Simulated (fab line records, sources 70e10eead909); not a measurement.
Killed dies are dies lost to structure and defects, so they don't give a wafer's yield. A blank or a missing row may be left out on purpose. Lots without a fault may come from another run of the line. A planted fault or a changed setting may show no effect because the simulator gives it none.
Which tool did it? | flow nand_harc | 24 lots, 72 wafers sampled, at 6 steps of a route of 1302

WHAT THE GAUGES READ, wafer by wafer
NHARC_A_CONTACT_INSPECT_10.
lot  | measured     | on                | raw_defect_count
L075 | day 22 07:35 | defect_inspect-02 | 62 64 79
L074 | day 22 18:09 | defect_inspect-01 | 91 94 84
L077 | day 23 00:46 | defect_inspect-02 | 59 60 61
L076 | day 23 01:08 | defect_inspect-02 | 60 54 56
L079 | day 23 15:45 | defect_inspect-01 | 23 21 14
L078 | day 24 09:29 | defect_inspect-01 | 112 101 113
L080 | day 27 16:29 | defect_inspect-01 | 79 86 99
L081 | day 25 00:27 | defect_inspect-02 | 183 173 166
L082 | day 25 11:14 | defect_inspect-02 | 69 83 93
L083 | day 25 23:19 | defect_inspect-02 | 85 98 84
L084 | day 26 16:25 | defect_inspect-01 | 41 36 51
L086 | day 26 18:19 | defect_inspect-02 | 47 41 47
L085 | day 27 00:22 | defect_inspect-01 | 113 114 120
L088 | day 27 17:50 | defect_inspect-01 | 82 68 79
L089 | day 27 19:16 | defect_inspect-01 | 107 92 92
L087 | day 28 14:30 | defect_inspect-01 | 84 94 91
L090 | day 29 03:13 | defect_inspect-02 | 84 79 89
L091 | day 29 21:37 | defect_inspect-01 | 67 65 65
L092 | day 30 08:46 | defect_inspect-02 | 27 32 23
L093 | day 30 14:17 | defect_inspect-01 | 124 121 98
L094 | day 30 16:08 | defect_inspect-02 | 26 19 22
L095 | day 30 21:10 | defect_inspect-01 | 16 15 25
L097 | day 31 03:14 | defect_inspect-02 | 149 115 155
L096 | day 31 03:37 | defect_inspect-01 | 19 17 15

WHICH TOOL RAN EACH LOT (tool, then ch and the chambers of the sampled wafers, then the start)
lot  | NHARC_A_CONTACT_ETCH_117             | NHARC_A_CONTACT_ETCH_123             | NHARC_A_CONTACT_ETCH_96                       | NHARC_A_CONTACT_ETCH_127             | NHARC_A_CONTACT_STRIP_82
L075 | har_cap_etch-03 ch 0,1, day 21 16:16 | har_cap_etch-03 ch 0,1, day 21 17:17 | rie_diel-02 ch 2,3, day 21 18:26              | har_cap_etch-03 ch 0,1, day 22 01:48 | rie_diel-02 ch 0,2, day 22 07:35 or earlier
L074 | har_cap_etch-02 ch 0,1, day 22 01:55 | har_cap_etch-02 ch 0,1, day 22 03:00 | rie_diel-13 ch 0,2, day 22 11:57 or earlier   | har_cap_etch-01 ch 1, day 22 11:57   | rie_diel-02 ch 0,3, day 22 18:09 or earlier
L077 | har_cap_etch-03 ch 0,1, day 22 07:46 | har_cap_etch-03 ch 0,1, day 22 08:48 | rie_diel-02 ch 2,3, day 22 10:00              | har_cap_etch-03 ch 0,1, day 22 18:37 | rie_diel-02 ch 2,3, day 23 00:46 or earlier
L076 | har_cap_etch-02 ch 0,1, day 22 08:20 | har_cap_etch-02 ch 0,1, day 22 09:25 | rie_diel-13 ch 1,2, day 22 18:35 or earlier   | har_cap_etch-02 ch 0,1, day 22 18:35 | rie_diel-02 ch 0,3, day 23 01:08 or earlier
L079 | har_cap_etch-03 ch 0,1, day 23 00:49 | har_cap_etch-03 ch 0,1, day 23 01:50 | rie_diel-02 ch 0,1,3, day 23 10:17 or earlier | har_cap_etch-03 ch 0,1, day 23 10:17 | rie_diel-02 ch 1,2, day 23 15:45 or earlier
L078 | har_cap_etch-02 ch 0,1, day 23 14:44 | har_cap_etch-02 ch 0,1, day 23 15:49 | rie_diel-13 ch 1,2,3, day 24 00:12 or earlier | har_cap_etch-03 ch 0,1, day 24 00:12 | rie_diel-02 ch 1,2,3, day 24 09:29 or earlier
L080 | har_cap_etch-02 ch 0,1, day 24 03:16 | har_cap_etch-02 ch 0,1, day 27 02:07 | rie_diel-02 ch 0,2,3, day 27 11:02 or earlier | har_cap_etch-01 ch 0,1, day 27 11:02 | rie_diel-09 ch 1,2,3, day 27 16:29 or earlier
L081 | har_cap_etch-01 ch 0,1, day 24 08:11 | har_cap_etch-01 ch 0,1, day 24 09:15 | rie_diel-09 ch 0,1,2, day 24 18:49 or earlier | har_cap_etch-03 ch 0,1, day 24 18:49 | rie_diel-13 ch 0,1,2, day 25 00:27 or earlier
L082 | har_cap_etch-01 ch 0,1, day 24 18:10 | har_cap_etch-01 ch 0,1, day 24 19:19 | rie_diel-13 ch 0,1,3, day 25 03:35 or earlier | har_cap_etch-03 ch 0,1, day 25 03:35 | rie_diel-02 ch 1,2,3, day 25 11:14 or earlier
L083 | har_cap_etch-01 ch 0,1, day 25 08:08 | har_cap_etch-01 ch 0,1, day 25 09:10 | rie_diel-02 ch 1,2,3, day 25 17:43 or earlier | har_cap_etch-01 ch 0,1, day 25 17:43 | rie_diel-02 ch 0,2,3, day 25 23:19 or earlier
L084 | har_cap_etch-03 ch 0,1, day 25 20:05 | har_cap_etch-03 ch 0,1, day 25 21:10 | rie_diel-02 ch 0,1,2, day 26 07:35 or earlier | har_cap_etch-03 ch 0,1, day 26 07:35 | rie_diel-09 ch 0,1,2, day 26 16:25 or earlier
L086 | har_cap_etch-01 ch 0,1, day 25 23:35 | har_cap_etch-01 ch 0,1, day 26 00:37 | rie_diel-09 ch 0,2, day 26 01:46              | har_cap_etch-01 ch 0,1, day 26 10:05 | rie_diel-09 ch 0,1,3, day 26 18:19 or earlier
L085 | har_cap_etch-01 ch 0,1, day 26 05:54 | har_cap_etch-01 ch 0,1, day 26 06:55 | rie_diel-09 ch 0,2,3, day 26 16:05 or earlier | har_cap_etch-03 ch 0,1, day 26 16:05 | rie_diel-02 ch 0,1,3, day 27 00:22 or earlier
L088 | har_cap_etch-01 ch 0,1, day 27 01:26 | har_cap_etch-01 ch 0,1, day 27 02:35 | rie_diel-02 ch 2,3, day 27 12:24 or earlier   | har_cap_etch-03 ch 0,1, day 27 12:24 | rie_diel-09 ch 0,2, day 27 17:50 or earlier
L089 | har_cap_etch-03 ch 0,1, day 27 01:33 | har_cap_etch-03 ch 0,1, day 27 02:35 | rie_diel-09 ch 1,2,3, day 27 13:29 or earlier | har_cap_etch-02 ch 0,1, day 27 13:29 | rie_diel-09 ch 1,2,3, day 27 19:16 or earlier
L087 | har_cap_etch-01 ch 0,1, day 27 23:35 | har_cap_etch-01 ch 0,1, day 28 00:36 | rie_diel-02 ch 0,2, day 28 08:53 or earlier   | har_cap_etch-03 ch 0,1, day 28 08:53 | rie_diel-09 ch 2,3, day 28 14:30 or earlier
L090 | har_cap_etch-02 ch 0,1, day 28 09:35 | har_cap_etch-02 ch 0,1, day 28 10:36 | rie_diel-13 ch 0,1,2, day 28 18:57 or earlier | har_cap_etch-03 ch 0,1, day 28 18:57 | rie_diel-09 ch 0,1, day 29 03:13 or earlier
L091 | har_cap_etch-02 ch 0,1, day 29 04:28 | har_cap_etch-02 ch 0,1, day 29 05:29 | rie_diel-02 ch 1,2, day 29 14:01 or earlier   | har_cap_etch-03 ch 0,1, day 29 14:01 | rie_diel-02 ch 0,1, day 29 21:37 or earlier
L092 | har_cap_etch-01 ch 0,1, day 29 16:05 | har_cap_etch-01 ch 0,1, day 29 17:17 | rie_diel-02 ch 1,2,3, day 30 01:25 or earlier | har_cap_etch-02 ch 0,1, day 30 01:25 | rie_diel-02 ch 0,2,3, day 30 08:46 or earlier
L093 | har_cap_etch-02 ch 0,1, day 29 19:19 | har_cap_etch-02 ch 0,1, day 29 20:20 | rie_diel-02 ch 0,1,2, day 30 05:55 or earlier | har_cap_etch-01 ch 0,1, day 30 05:55 | rie_diel-02 ch 1,2,3, day 30 14:17 or earlier
L094 | har_cap_etch-03 ch 0, day 29 20:53   | har_cap_etch-03 ch 0, day 29 21:58   | rie_diel-13 ch 0,1,3, day 30 06:36 or earlier | har_cap_etch-02 ch 0,1, day 30 06:36 | rie_diel-09 ch 1,3, day 30 16:08 or earlier
L095 | har_cap_etch-03 ch 0,1, day 30 03:46 | har_cap_etch-03 ch 0,1, day 30 05:08 | rie_diel-09 ch 0,2,3, day 30 15:37 or earlier | har_cap_etch-02 ch 0,1, day 30 15:37 | rie_diel-09 ch 1,2,3, day 30 21:10 or earlier
L097 | har_cap_etch-03 ch 0,1, day 30 11:13 | har_cap_etch-03 ch 0,1, day 30 12:15 | rie_diel-13 ch 0,2,3, day 30 21:30 or earlier | har_cap_etch-03 ch 0,1, day 30 21:30 | rie_diel-02 ch 0,2,3, day 31 03:14 or earlier
L096 | har_cap_etch-01 ch 0,1, day 30 11:47 | har_cap_etch-01 ch 0,1, day 30 12:55 | rie_diel-02 ch 0,1,2, day 30 21:55 or earlier | har_cap_etch-02 ch 0,1, day 30 21:55 | rie_diel-02 ch 0,2,3, day 31 03:37 or earlier
- NHARC_A_CONTACT_ETCH_117: etches the open film in C4F8/O2/Ar, time 190 s, target depth 1850 nm.
- NHARC_A_CONTACT_ETCH_123: etches the open film in C4F8/O2/Ar, time 490 s, target depth 2110 nm.
- NHARC_A_CONTACT_ETCH_96: etches the open film in C4F6/O2, target depth 20 nm, time 10 s.
- NHARC_A_CONTACT_ETCH_127: etches the open film in C4F8/O2/Ar, time 197 s, target depth 1918 nm.
- NHARC_A_CONTACT_STRIP_82: strips in O2.

WHAT THE TOOLS THEMSELVES READ (means of the sampled wafers that have a number; where no wafer has one, the mark that the record gives instead)
NHARC_A_CONTACT_ETCH_96.
lot  | tool        | drypump_motor_current_A (A) | oes_product_au (a.u.) | rf_vpp_V (V) | showerhead_plenum_p_Torr (Torr) | throttle_valve_pct (%)
L075 | rie_diel-02 | 6.5                         | 0.992                 | 545          | 3.83                            | 26.902
L074 | rie_diel-13 | 5.8                         | 0.953                 | 550          | 4.03                            | 26.898
L077 | rie_diel-02 | 6.5                         | 0.951                 | 545          | 3.83                            | 26.904
L076 | rie_diel-13 | 6.1                         | 0.958                 | 549          | 4.03                            | 26.897
L079 | rie_diel-02 | 6.5                         | 0.978                 | 545          | 3.89                            | 26.910
L078 | rie_diel-13 | 5.9                         | 0.997                 | 551          | 4.08                            | 26.907
L080 | rie_diel-02 | 6.4                         | 0.992                 | 547          | 3.89                            | 26.900
L081 | rie_diel-09 | 5.6                         | 0.993                 | 550          | 4.08                            | 26.894
L082 | rie_diel-13 | 6.1                         | 1.008                 | 550          | 4.08                            | 26.904
L083 | rie_diel-02 | 6.5                         | 0.994                 | 545          | 3.82                            | 26.898
L084 | rie_diel-02 | 6.4                         | 0.985                 | 548          | 3.96                            | 26.906
L086 | rie_diel-09 | 5.3                         | 0.968                 | 552          | 4.19                            | 26.896
L085 | rie_diel-09 | 5.3                         | 0.933                 | 550          | 4.06                            | 26.907
L088 | rie_diel-02 | 6.5                         | 0.995                 | 545          | 3.82                            | 26.902
L089 | rie_diel-09 | 5.5                         | 0.978                 | 548          | 3.96                            | 26.896
L087 | rie_diel-02 | 6.4                         | 1.006                 | 547          | 3.96                            | 26.896
L090 | rie_diel-13 | 6.0                         | 0.945                 | 549          | 4.00                            | 26.905
L091 | rie_diel-02 | 6.5                         | 0.940                 | 546          | 3.88                            | 26.897
L092 | rie_diel-02 | 6.5                         | 0.933                 | 544          | 3.81                            | 26.901
L093 | rie_diel-02 | 6.4                         | 0.993                 | 547          | 3.95                            | 26.907
L094 | rie_diel-13 | 6.1                         | 0.941                 | 549          | 4.05                            | 26.908
L095 | rie_diel-09 | 5.3                         | 0.943                 | 549          | 4.04                            | 26.903
L097 | rie_diel-13 | 5.8                         | 1.004                 | 550          | 4.05                            | 26.913
L096 | rie_diel-02 | 6.4                         | 0.939                 | 548          | 3.94                            | 26.898

NHARC_A_CONTACT_STRIP_82.
lot  | tool        | drypump_motor_current_A (A) | oes_product_au (a.u.) | rf_vpp_V (V) | showerhead_plenum_p_Torr (Torr) | throttle_valve_pct (%)
L075 | rie_diel-02 | 6.3                         | 0.991                 | 57.9         | 3.64                            | 17.037
L074 | rie_diel-02 | 6.5                         | 0.985                 | 57.8         | 3.44                            | 17.027
L077 | rie_diel-02 | 6.6                         | 0.989                 | 58.0         | 3.38                            | 17.039
L076 | rie_diel-02 | 6.3                         | 0.990                 | 57.7         | 3.57                            | 17.035
L079 | rie_diel-02 | 6.6                         | 0.998                 | 56.5         | 3.50                            | 17.038
L078 | rie_diel-02 | 6.6                         | 0.986                 | 58.2         | 3.44                            | 17.036
L080 | rie_diel-09 | 5.5                         | 0.993                 | 58.0         | 3.56                            | 17.030
L081 | rie_diel-13 | 5.9                         | 1.010                 | 57.9         | 3.62                            | 17.033
L082 | rie_diel-02 | 6.6                         | 0.992                 | 57.7         | 3.43                            | 17.039
L083 | rie_diel-02 | 6.4                         | 0.992                 | 57.3         | 3.50                            | 17.035
L084 | rie_diel-09 | 5.6                         | 0.997                 | 58.6         | 3.66                            | 17.032
L086 | rie_diel-09 | 5.7                         | 0.996                 | 58.0         | 3.54                            | 17.034
L085 | rie_diel-02 | 6.5                         | 0.989                 | 58.2         | 3.49                            | 17.038
L088 | rie_diel-09 | 5.3                         | 0.993                 | 58.1         | 3.76                            | 17.035
L089 | rie_diel-09 | 5.5                         | 0.999                 | 58.3         | 3.56                            | 17.039
L087 | rie_diel-09 | 5.1                         | 0.985                 | 58.4         | 3.66                            | 17.042
L090 | rie_diel-09 | 6.0                         | 1.006                 | 57.8         | 3.54                            | 17.041
L091 | rie_diel-02 | 6.3                         | 0.982                 | 56.8         | 3.62                            | 17.025
L092 | rie_diel-02 | 6.4                         | 0.997                 | 58.5         | 3.49                            | 17.025
L093 | rie_diel-02 | 6.6                         | 1.000                 | 57.8         | 3.42                            | 17.038
L094 | rie_diel-09 | 5.8                         | 0.989                 | 57.5         | 3.43                            | 17.027
L095 | rie_diel-09 | 5.5                         | 0.994                 | 57.1         | 3.54                            | 17.041
L097 | rie_diel-02 | 6.4                         | 1.005                 | 57.8         | 3.49                            | 17.038
L096 | rie_diel-02 | 6.4                         | 0.995                 | 57.6         | 3.49                            | 17.045

THE ANSWER, worked out from the rows above alone
Rule: what is usual is taken from the lots themselves. Put in order of their means at a reading, lots are off if they are a third of the lots or fewer, leave a main group of 4 or more, and stand apart from it by a gap of 3 or more times the standard deviation of the main group's means; of several such gaps the widest counts. A main group whose means are all the same, to the digits that the tables above print for the reading, isn't used. A lot without any number at a reading at which 4 lots or more have one is off too. The other lots that the step has rows for count as sound. The gauges are gone through in route order, then the tools' own readings, and for those a lot's mean is taken as printed above. The first step at which some lot is off is used, and at that step the reading that is off furthest; a lot without a number counts as furthest.
No lot is off at any reading shown: from this, nothing can be told.

WHAT THE SIMULATOR HAD PUT IN
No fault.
